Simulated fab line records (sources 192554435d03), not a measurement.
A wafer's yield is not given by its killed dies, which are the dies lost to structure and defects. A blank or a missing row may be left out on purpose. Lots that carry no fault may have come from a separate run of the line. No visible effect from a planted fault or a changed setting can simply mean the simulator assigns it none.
fab line records + flow n5-finfet + part 2 of 2: steps 5 to 6 of 6
record
- lots=24
- wafers=72
- last-day=17
route steps=1938 shown BEOL_M11@1556 BEOL_M12@1613
lots with no fault: from the same line, run without faults
start-h: hours from the record's first day to the start of the lot's first wafer shown + wait-h: how many hours have passed since the lot's step before this one + " as in the row above + L1.1+2: a single row standing in for several wafers + - no value present, or no start provided + * or withheld: withheld + < > ~ a bound
route shown NAME@n: a module of which the file shows steps, and the number in the route of the first + usual: the fault-free wafers' mean and standard deviation + same: alike in all rows + chamber/n: place in a boat + sites: per-site readings + _std_site: how widely they spread, as a standard deviation + _edge_site: mean of outer sites minus mean of inner sites + radius-mm: for every site, how far away it sits from the centre of the wafer + mask NAME#n: copy n + behind: the last tool/chamber to shape the wafer + hold: the reason the lot was held/the length of the hold in hours/how it ended + device: the n, p or np transistor that did not switch + end of line: at the end of the route, the tests of the same wafers + for a step that has no rows: nothing shown but its recipe + killed: dies lost to structure and defects at the first sort, not the wafer's yield + map: a wafer's dies, marking killed ones x, the rest . and places with no die _
set.NAME: the run value of the setting; set.NAME@STEP: its run value at that earlier step + model.NAME: the simulator's own value behind a step, which no gauge read
route steps across a sampled set of lots; one table per step, one row per wafer
services: the hour from which a tool's chamber was out of use, counted from the record's first day as start-h (under 0 if before that day), plus the number of hours and why
## steps
# step N5_BEOL_M12_ETCH_67
# recipe
- chemistry=CF4
- target=SiARC
- target-depth-a=1430
- time-s=238.3
- ion-energy-ev=80
- pressure-mtorr=40
- source-w=545
- bias-w=36
- Ar_flow_sccm=100
- cf4-flow-sccm=100
- ends=cleared
# usual
- drypump-motor-current-A=5.4/0.47
- etch-rf-on-time-s=238/6.3
- oes-product-au=0.68/0.07
- rf-vpp-V=184.0/1.2
- showerhead-plenum-p-Torr=2.14/0.072
- throttle-valve-pct=15.60/0.23
| lot.wafer | tool        | chamber | start-h | wait-h | drypump-motor-current-A | etch-rf-on-time-s | oes-product-au | rf-hours-counter-h | rf-vpp-V | showerhead-plenum-p-Torr | throttle-valve-pct |
|-----------|-------------|---------|---------|--------|-------------------------|-------------------|----------------|--------------------|----------|--------------------------|--------------------|
| L074.2    | rie-diel-06 | 3       | 220.47  | 0.0    | 4.9                     | 245               | 0.68           | 93                 | 181.7    | 2.07                     | 15.23              |
| L074.3    | "           | 2       | "       | "      | 5.2                     | 233               | 0.67           | 126                | 183.6    | 2.06                     | 15.68              |
| L074.5    | "           | 2       | "       | "      | 5.2                     | 232               | 0.68           | -                  | 182.9    | 2.06                     | 15.69              |
| L076.1    | rie-diel-06 | 2       | 236.58  | 0.0    | 5.2                     | 233               | 0.67           | 131                | 185.0    | 2.06                     | 15.69              |
| L076.4    | "           | 1       | "       | "      | 5.4                     | 239               | 0.66           | 122                | 184.2    | 2.16                     | 15.67              |
| L076.6    | "           | 3       | "       | "      | 4.9                     | 244               | 0.67           | -                  | 184.9    | 2.07                     | 15.26              |
| L075.1    | rie-diel-03 | 0       | 237.92  | 0.0    | 6.3                     | 231               | 0.59           | 238                | 185.3    | 2.20                     | 15.89              |
| L075.3    | "           | 3       | "       | "      | 5.8                     | 243               | 0.75           | 36                 | 184.9    | 2.17                     | 15.54              |
| L075.5    | "           | 1       | "       | "      | 4.8                     | 242               | 0.67           | -                  | 184.1    | 2.07                     | 15.29              |
| L079.1    | rie-diel-01 | 2       | 245.99  | 0.0    | 5.1                     | 246               | 0.65           | 136                | 185.5    | 2.24                     | 15.93              |
| L079.2    | "           | 0       | "       | "      | 5.6                     | 238               | 0.60           | 235                | 184.3    | 2.11                     | 15.93              |
| L079.5    | "           | 1       | "       | "      | 5.8                     | 236               | 0.76           | -                  | 184.8    | 2.10                     | 15.41              |
| L077.2    | rie-diel-06 | 1       | 246.24  | 0.0    | 5.3                     | 242               | 0.65           | 125                | 182.9    | 2.16                     | 15.67              |
| L077.5    | "           | 0       | "       | "      | 5.0                     | 240               | 0.61           | -                  | 185.8    | 2.20                     | 15.88              |
| L077.6    | "           | 1       | "       | "      | 5.4                     | 242               | 0.66           | -                  | 182.7    | 2.16                     | 15.68              |
| L078.1    | rie-diel-06 | 0       | 247.15  | 0.0    | 5.1                     | 240               | 0.61           | 209                | 184.9    | 2.20                     | 15.89              |
| L078.2    | "           | 3       | "       | "      | 4.9                     | 245               | 0.66           | 102                | 184.2    | 2.06                     | 15.26              |
| L078.4    | "           | 1       | "       | "      | 5.4                     | 242               | 0.65           | 126                | 184.0    | 2.16                     | 15.69              |
| L081.2    | rie-diel-06 | 0       | 263.51  | 0.0    | 5.1                     | 238               | 0.60           | 217                | 184.5    | 2.20                     | 15.90              |
| L081.4    | "           | 1       | "       | "      | 5.4                     | 242               | 0.65           | 131                | 185.0    | 2.16                     | 15.69              |
| L081.5    | "           | 1       | "       | "      | 5.4                     | 242               | 0.66           | -                  | 184.9    | 2.16                     | 15.70              |
| L080.2    | rie-diel-06 | 0       | 270.52  | 0.0    | 5.1                     | 237               | 0.60           | 219                | 185.9    | 2.20                     | 15.90              |
| L080.3    | "           | 3       | "       | "      | 4.9                     | 245               | 0.65           | 111                | 182.7    | 2.06                     | 15.29              |
| L080.4    | "           | 2       | "       | "      | 5.2                     | 233               | 0.66           | 146                | 181.9    | 2.05                     | 15.71              |
| L082.1    | rie-diel-03 | 1       | 272.29  | 0.0    | 4.8                     | 243               | 0.66           | 128                | 182.9    | 2.07                     | 15.32              |
| L082.3    | "           | 3       | "       | "      | 5.8                     | 242               | 0.74           | 47                 | 184.3    | 2.17                     | 15.57              |
| L082.6    | "           | 3       | "       | "      | 5.8                     | 241               | 0.75           | -                  | 185.6    | 2.17                     | 15.57              |
| L084.2    | rie-diel-03 | 3       | 288.13  | 0.0    | 5.8                     | 241               | 0.73           | 54                 | 184.0    | 2.17                     | 15.59              |
| L084.5    | "           | 1       | "       | "      | 4.9                     | 246               | 0.65           | -                  | 184.6    | 2.06                     | 15.30              |
| L084.6    | "           | 3       | "       | "      | 5.8                     | 243               | 0.73           | -                  | 184.1    | 2.17                     | 15.58              |
| L083.1    | rie-diel-01 | 2       | 291.63  | 0.0    | 5.1                     | 244               | 0.64           | 150                | 185.1    | 2.23                     | 15.96              |
| L083.2    | "           | 1       | "       | "      | 5.7                     | 236               | 0.74           | 44                 | 183.9    | 2.09                     | 15.43              |
| L083.3    | "           | 3       | "       | "      | 6.5                     | 232               | 0.70           | 89                 | 186.2    | 2.25                     | 15.38              |
| L085.1    | rie-diel-06 | 3       | 293.62  | 0.0    | 4.9                     | 246               | 0.65           | 119                | 184.3    | 2.06                     | 15.31              |
| L085.4    | "           | 0       | "       | "      | 5.0                     | 241               | 0.59           | 228                | 183.8    | 2.20                     | 15.93              |
| L085.5    | "           | 1       | "       | "      | 5.3                     | 243               | 0.63           | -                  | 184.1    | 2.16                     | 15.70              |
| L086.2    | rie-diel-03 | 1       | 299.07  | 0.0    | 4.8                     | 244               | 0.64           | 140                | 183.2    | 2.06                     | 15.34              |
| L086.4    | "           | 3       | "       | "      | 5.8                     | 241               | 0.73           | -                  | 185.8    | 2.17                     | 15.59              |
| L086.6    | "           | 1       | "       | "      | 4.8                     | 245               | 0.64           | -                  | 184.0    | 2.06                     | 15.33              |
| L088.1    | rie-diel-06 | 1       | 317.03  | 0.0    | 5.4                     | 239               | 0.64           | 149                | 181.8    | 2.16                     | 15.73              |
| L088.2    | "           | 0       | "       | "      | 5.0                     | 237               | 0.59           | 235                | 185.7    | 2.19                     | 15.94              |
| L088.4    | "           | 2       | "       | "      | 5.2                     | 230               | 0.65           | 163                | 182.7    | 2.05                     | 15.76              |
| L087.1    | rie-diel-03 | 0       | 317.17  | 0.0    | 6.3                     | 226               | 0.82           | 10                 | 184.2    | 2.19                     | 15.46              |
| L087.3    | "           | 1       | "       | "      | 4.8                     | 245               | 0.63           | 146                | 183.1    | 2.06                     | 15.35              |
| L087.5    | "           | 0       | "       | "      | 6.3                     | 225               | 0.82           | -                  | 185.7    | 2.19                     | 15.47              |
| L089.2    | rie-diel-03 | 2       | 328.35  | 0.0    | 5.7                     | 234               | 0.80           | 4                  | 184.4    | 2.29                     | 15.46              |
| L089.3    | "           | 3       | "       | "      | 5.8                     | 241               | 0.72           | 72                 | 184.3    | 2.16                     | 15.63              |
| L089.5    | "           | 2       | "       | "      | 5.8                     | 236               | 0.79           | -                  | 186.3    | 2.29                     | 15.46              |
| L091.3    | rie-diel-01 | 3       | 330.49  | 0.0    | 6.5                     | 235               | 0.68           | 103                | 185.0    | 2.25                     | 15.42              |
| L091.4    | "           | 0       | "       | "      | 5.7                     | 227               | 0.86           | 4                  | 184.3    | 2.10                     | 15.47              |
| L091.6    | "           | 0       | "       | "      | 5.6                     | 228               | 0.86           | -                  | 183.6    | 2.10                     | 15.48              |
| L093.4    | rie-diel-06 | 1       | 332.80  | 0.0    | 5.3                     | 243               | 0.63           | 155                | 184.5    | 2.15                     | 15.73              |
| L093.5    | "           | 0       | "       | "      | 5.1                     | 241               | 0.59           | -                  | 185.9    | 2.19                     | 15.94              |
| L093.6    | "           | 3       | "       | "      | 4.9                     | 249               | 0.63           | -                  | 182.9    | 2.05                     | 15.31              |
| L090.2    | rie-diel-01 | 0       | 333.26  | 0.0    | 5.6                     | 229               | 0.84           | 5                  | 183.7    | 2.10                     | 15.45              |
| L090.3    | "           | 3       | "       | "      | 6.5                     | 234               | 0.68           | 104                | 185.9    | 2.25                     | 15.41              |
| L090.4    | "           | 2       | "       | "      | 5.1                     | 249               | 0.63           | 166                | 185.2    | 2.23                     | 16.00              |
| L092.1    | rie-diel-06 | 1       | 336.35  | 0.0    | 5.4                     | 239               | 0.63           | 156                | 184.7    | 2.15                     | 15.74              |
| L092.2    | "           | 3       | "       | "      | 4.9                     | 245               | 0.64           | 135                | 184.2    | 2.05                     | 15.32              |
| L092.5    | "           | 0       | "       | "      | 5.0                     | 238               | 0.59           | -                  | 184.2    | 2.19                     | 15.96              |
| L094.2    | rie-diel-03 | 2       | 350.85  | 0.0    | 5.8                     | 237               | 0.78           | 12                 | 186.3    | 2.29                     | 15.46              |
| L094.3    | "           | 0       | "       | "      | 6.2                     | 223               | 0.80           | 20                 | 183.9    | 2.19                     | 15.49              |
| L094.4    | "           | 3       | "       | "      | 5.8                     | 239               | 0.71           | 80                 | 185.3    | 2.16                     | 15.65              |
| L095.1    | rie-diel-01 | 0       | 361.01  | 0.0    | 5.6                     | 226               | 0.83           | 15                 | 182.4    | 2.10                     | 15.47              |
| L095.4    | "           | 3       | "       | "      | 6.5                     | 232               | 0.67           | 113                | 185.1    | 2.24                     | 15.44              |
| L095.5    | "           | 1       | "       | "      | 5.7                     | 232               | 0.72           | -                  | 182.8    | 2.09                     | 15.47              |
| L096.1    | rie-diel-03 | 2       | 361.47  | 0.0    | 5.8                     | 233               | 0.77           | 15                 | 186.2    | 2.29                     | 15.47              |
| L096.2    | "           | 0       | "       | "      | 6.3                     | 222               | 0.80           | 23                 | 184.6    | 2.19                     | 15.48              |
| L096.6    | "           | 3       | "       | "      | 5.8                     | 241               | 0.70           | -                  | 184.5    | 2.16                     | 15.64              |
| L097.1    | rie-diel-03 | 2       | 367.59  | 0.0    | 5.7                     | 235               | 0.76           | 18                 | 184.5    | 2.29                     | 15.47              |
| L097.3    | "           | 1       | "       | "      | 4.8                     | 241               | 0.63           | 164                | 182.0    | 2.05                     | 15.38              |
| L097.5    | "           | 0       | "       | "      | 6.3                     | 222               | 0.79           | -                  | 183.9    | 2.19                     | 15.50              |
# step N5_BEOL_M12_ETCH_38
# recipe
- chemistry=CF4/N2
- target=SiCN
- target-depth-a=687
- taper-deg=2
- time-s=73.4
- ion-energy-ev=150
- mask-material=SiO2
- pressure-mtorr=40
- source-w=430
- bias-w=70
- Ar_flow_sccm=100
- cf4-flow-sccm=60
- n2-flow-sccm=60
# usual
- drypump-motor-current-A=5.4/0.47
- oes-product-au=0.78/0.074
- rf-vpp-V=382.1/2
- showerhead-plenum-p-Torr=2.20/0.077
- throttle-valve-pct=15.45/0.24
| lot.wafer | tool        | chamber | start-h | wait-h | drypump-motor-current-A | oes-product-au | rf-hours-counter-h | rf-vpp-V | showerhead-plenum-p-Torr | throttle-valve-pct |
|-----------|-------------|---------|---------|--------|-------------------------|----------------|--------------------|----------|--------------------------|--------------------|
| L074.2    | rie-diel-06 | 2       | 222.90  | -      | 5.2                     | 0.79           | 126                | 380.4    | 2.13                     | 15.54              |
| L074.3    | "           | 3       | "       | "      | 4.9                     | 0.78           | 94                 | 379.3    | 2.13                     | 15.09              |
| L074.5    | "           | 3       | "       | "      | 4.9                     | 0.79           | -                  | 379.7    | 2.13                     | 15.08              |
| L076.1    | rie-diel-06 | 2       | 239.29  | -      | 5.2                     | 0.79           | 131                | 380.1    | 2.12                     | 15.56              |
| L076.4    | "           | 0       | "       | "      | 5.1                     | 0.72           | 206                | 384.6    | 2.27                     | 15.69              |
| L076.6    | "           | 3       | "       | "      | 4.9                     | 0.79           | -                  | 380.4    | 2.13                     | 15.13              |
| L075.1    | rie-diel-01 | 1       | 239.52  | -      | 5.7                     | 0.91           | 27                 | 382.6    | 2.16                     | 15.22              |
| L075.3    | "           | 2       | "       | "      | 5.1                     | 0.76           | 133                | 384.5    | 2.31                     | 15.79              |
| L075.5    | "           | 1       | "       | "      | 5.7                     | 0.91           | -                  | 380.6    | 2.16                     | 15.22              |
| L079.1    | rie-diel-06 | 2       | 246.69  | -      | 5.2                     | 0.79           | 134                | 379.8    | 2.12                     | 15.56              |
| L079.2    | "           | 0       | "       | "      | 5.1                     | 0.71           | 209                | 384.1    | 2.27                     | 15.72              |
| L079.5    | "           | 0       | "       | "      | 5.1                     | 0.71           | -                  | 383.2    | 2.27                     | 15.73              |
| L077.2    | rie-diel-01 | 2       | 247.36  | -      | 5.1                     | 0.74           | 137                | 383.4    | 2.31                     | 15.79              |
| L077.5    | "           | 1       | "       | "      | 5.7                     | 0.89           | -                  | 380.7    | 2.16                     | 15.22              |
| L077.6    | "           | 0       | "       | "      | 5.6                     | 0.71           | -                  | 381.7    | 2.17                     | 15.72              |
| L078.1    | rie-diel-01 | 2       | 247.82  | -      | 5.1                     | 0.75           | 137                | 385.0    | 2.31                     | 15.78              |
| L078.2    | "           | 3       | "       | "      | 6.5                     | 0.83           | 76                 | 385.3    | 2.32                     | 15.18              |
| L078.4    | "           | 1       | "       | "      | 5.7                     | 0.88           | 31                 | 380.5    | 2.16                     | 15.25              |
| L081.2    | rie-diel-01 | 0       | 264.50  | -      | 5.7                     | 0.70           | 240                | 383.0    | 2.17                     | 15.72              |
| L081.4    | "           | 1       | "       | "      | 5.7                     | 0.89           | 35                 | 381.5    | 2.16                     | 15.25              |
| L081.5    | "           | 1       | "       | "      | 5.7                     | 0.88           | -                  | 381.3    | 2.16                     | 15.24              |
| L080.2    | rie-diel-03 | 3       | 273.11  | -      | 5.8                     | 0.86           | 47                 | 383.4    | 2.24                     | 15.37              |
| L080.3    | "           | 2       | "       | "      | 5.8                     | 0.68           | 246                | 378.9    | 2.09                     | 15.73              |
| L080.4    | "           | 3       | "       | "      | 5.8                     | 0.87           | -                  | 382.4    | 2.24                     | 15.39              |
| L082.1    | rie-diel-03 | 1       | 273.44  | -      | 4.8                     | 0.77           | 129                | 379.6    | 2.13                     | 15.14              |
| L082.3    | "           | 2       | "       | "      | 5.8                     | 0.68           | 246                | 380.3    | 2.09                     | 15.75              |
| L082.6    | "           | 2       | "       | "      | 5.8                     | 0.68           | -                  | 379.3    | 2.09                     | 15.74              |
| L084.2    | rie-diel-06 | 2       | 289.42  | -      | 5.2                     | 0.77           | 152                | 380.6    | 2.12                     | 15.58              |
| L084.5    | "           | 2       | "       | "      | 5.2                     | 0.77           | -                  | 381.2    | 2.12                     | 15.58              |
| L084.6    | "           | 3       | "       | "      | 4.9                     | 0.77           | -                  | 379.6    | 2.12                     | 15.14              |
| L083.1    | rie-diel-03 | 2       | 292.23  | -      | 5.7                     | 0.67           | 255                | 379.7    | 2.09                     | 15.75              |
| L083.2    | "           | 3       | "       | "      | 5.8                     | 0.86           | 57                 | 384.1    | 2.23                     | 15.39              |
| L083.3    | "           | 1       | "       | "      | 4.8                     | 0.76           | 138                | 380.2    | 2.12                     | 15.17              |
| L085.1    | rie-diel-06 | 1       | 299.48  | -      | 5.4                     | 0.75           | 142                | 382.1    | 2.21                     | 15.50              |
| L085.4    | "           | 0       | "       | "      | 5.1                     | 0.70           | 229                | 384.6    | 2.27                     | 15.76              |
| L085.5    | "           | 0       | "       | "      | 5.1                     | 0.70           | -                  | 382.6    | 2.27                     | 15.75              |
| L086.2    | rie-diel-01 | 3       | 300.82  | -      | 6.5                     | 0.81           | 91                 | 385.4    | 2.32                     | 15.21              |
| L086.4    | "           | 2       | "       | "      | 5.1                     | 0.75           | -                  | 383.9    | 2.30                     | 15.81              |
| L086.6    | "           | 1       | "       | "      | 5.7                     | 0.87           | -                  | 382.1    | 2.16                     | 15.27              |
| L088.1    | rie-diel-01 | 0       | 319.68  | -      | 5.6                     | 1.03           | 1                  | 381.2    | 2.16                     | 15.27              |
| L088.2    | "           | 2       | "       | "      | 5.1                     | 0.74           | 161                | 384.3    | 2.30                     | 15.82              |
| L088.4    | "           | 1       | "       | "      | 5.7                     | 0.86           | 54                 | 381.6    | 2.15                     | 15.30              |
| L087.1    | rie-diel-01 | 0       | 319.78  | -      | 5.6                     | 1.02           | 1                  | 380.8    | 2.16                     | 15.27              |
| L087.3    | "           | 3       | "       | "      | 6.5                     | 0.79           | 100                | 385.3    | 2.31                     | 15.22              |
| L087.5    | "           | 3       | "       | "      | 6.5                     | 0.80           | -                  | 383.4    | 2.31                     | 15.22              |
| L089.2    | rie-diel-06 | 3       | 330.80  | -      | 4.9                     | 0.75           | 133                | 380.1    | 2.12                     | 15.19              |
| L089.3    | "           | 0       | "       | "      | 5.0                     | 0.69           | 241                | 383.9    | 2.26                     | 15.78              |
| L089.5    | "           | 1       | "       | "      | 5.4                     | 0.74           | -                  | 382.0    | 2.21                     | 15.54              |
| L091.3    | rie-diel-06 | 0       | 331.27  | -      | 5.1                     | 0.69           | 241                | 383.5    | 2.26                     | 15.78              |
| L091.4    | "           | 1       | "       | "      | 5.4                     | 0.74           | 155                | 382.3    | 2.21                     | 15.53              |
| L091.6    | "           | 3       | "       | "      | 4.9                     | 0.75           | -                  | 381.7    | 2.12                     | 15.16              |
| L093.4    | rie-diel-03 | 2       | 333.40  | -      | 5.7                     | 0.92           | 6                  | 384.8    | 2.36                     | 15.24              |
| L093.5    | "           | 2       | "       | "      | 5.8                     | 0.92           | -                  | 386.5    | 2.36                     | 15.26              |
| L093.6    | "           | 1       | "       | "      | 4.8                     | 0.73           | -                  | 379.7    | 2.12                     | 15.18              |
| L090.2    | rie-diel-06 | 0       | 339.37  | -      | 5.0                     | 0.68           | 244                | 384.5    | 2.26                     | 15.79              |
| L090.3    | "           | 1       | "       | "      | 5.4                     | 0.74           | 158                | 382.0    | 2.21                     | 15.53              |
| L090.4    | "           | 3       | "       | "      | 4.9                     | 0.75           | -                  | 379.3    | 2.12                     | 15.19              |
| L092.1    | rie-diel-06 | 3       | 339.88  | -      | 4.9                     | 0.74           | 136                | 378.5    | 2.12                     | 15.17              |
| L092.2    | "           | 0       | "       | "      | 5.1                     | 0.69           | 244                | 382.6    | 2.26                     | 15.78              |
| L092.5    | "           | 3       | "       | "      | 4.9                     | 0.74           | -                  | 379.4    | 2.12                     | 15.17              |
| L094.2    | rie-diel-06 | 2       | 353.21  | -      | 5.2                     | 0.76           | 172                | 380.9    | 2.11                     | 15.61              |
| L094.3    | "           | 3       | "       | "      | 4.9                     | 0.74           | 142                | 380.4    | 2.12                     | 15.19              |
| L094.4    | "           | 1       | "       | "      | 5.4                     | 0.73           | -                  | 382.2    | 2.21                     | 15.56              |
| L095.1    | rie-diel-06 | 2       | 362.69  | -      | 5.2                     | 0.76           | 177                | 380.3    | 2.11                     | 15.63              |
| L095.4    | "           | 3       | "       | "      | 4.9                     | 0.74           | -                  | 380.8    | 2.12                     | 15.20              |
| L095.5    | "           | 2       | "       | "      | 5.2                     | 0.76           | -                  | 379.1    | 2.11                     | 15.64              |
| L096.1    | rie-diel-01 | 0       | 362.74  | -      | 5.6                     | 0.95           | 15                 | 381.5    | 2.16                     | 15.29              |
| L096.2    | "           | 3       | "       | "      | 6.5                     | 0.78           | 113                | 385.3    | 2.31                     | 15.25              |
| L096.6    | "           | 1       | "       | "      | 5.8                     | 0.84           | -                  | 380.5    | 2.15                     | 15.29              |
| L097.1    | rie-diel-03 | 1       | 368.21  | -      | 4.8                     | 0.74           | 164                | 381.7    | 2.12                     | 15.23              |
| L097.3    | "           | 3       | "       | "      | 5.8                     | 0.82           | 86                 | 381.8    | 2.22                     | 15.47              |
| L097.5    | "           | 2       | "       | "      | 5.7                     | 0.90           | -                  | 385.7    | 2.35                     | 15.28              |
## services
| tool           | chamber | start-h | hours | kind   |
|----------------|---------|---------|-------|--------|
| cmp-01         | -       | 193.40  | 0.3   | repair |
| rie-diel-03    | 1       | 213.27  | 14.2  | repair |
| rie-diel-03    | 0       | 218.88  | 6.2   | repair |
| cmp-01         | -       | 221.20  | 4.0   | pm     |
| cmp-01         | -       | 247.09  | 14.3  | pm     |
| rie-diel-06    | 1       | 254.91  | 6.7   | repair |
| rie-diel-06    | 3       | 258.08  | 2.7   | repair |
| rie-diel-05    | 3       | 265.18  | 6.2   | repair |
| cmp-01         | -       | 268.07  | 5.1   | pm     |
| pvd-sputter-03 | -       | 278.15  | 5.5   | repair |
| rie-diel-02    | 0       | 279.54  | 8.0   | repair |
| rie-diel-02    | 0       | 289.38  | 4.3   | repair |
| pvd-sputter-02 | -       | 294.67  | 5.9   | repair |
| rie-diel-02    | 0       | 316.61  | 4.1   | repair |
| rie-diel-02    | 2       | 319.89  | 2.5   | repair |
| rie-diel-02    | 3       | 323.57  | 29.4  | repair |
| cmp-01         | -       | 324.08  | 3.3   | repair |
| rie-diel-02    | 1       | 326.74  | 3.5   | repair |
| rie-diel-06    | 2       | 336.84  | 9.5   | repair |
| cmp-02         | -       | 341.55  | 6.4   | pm     |
| rie-diel-01    | -       | 354.60  | 0.3   | repair |
| cmp-01         | -       | 356.68  | 1.8   | repair |
| cmp-02         | -       | 363.83  | 3.7   | pm     |
| rie-diel-02    | 0       | 364.04  | 1.5   | repair |
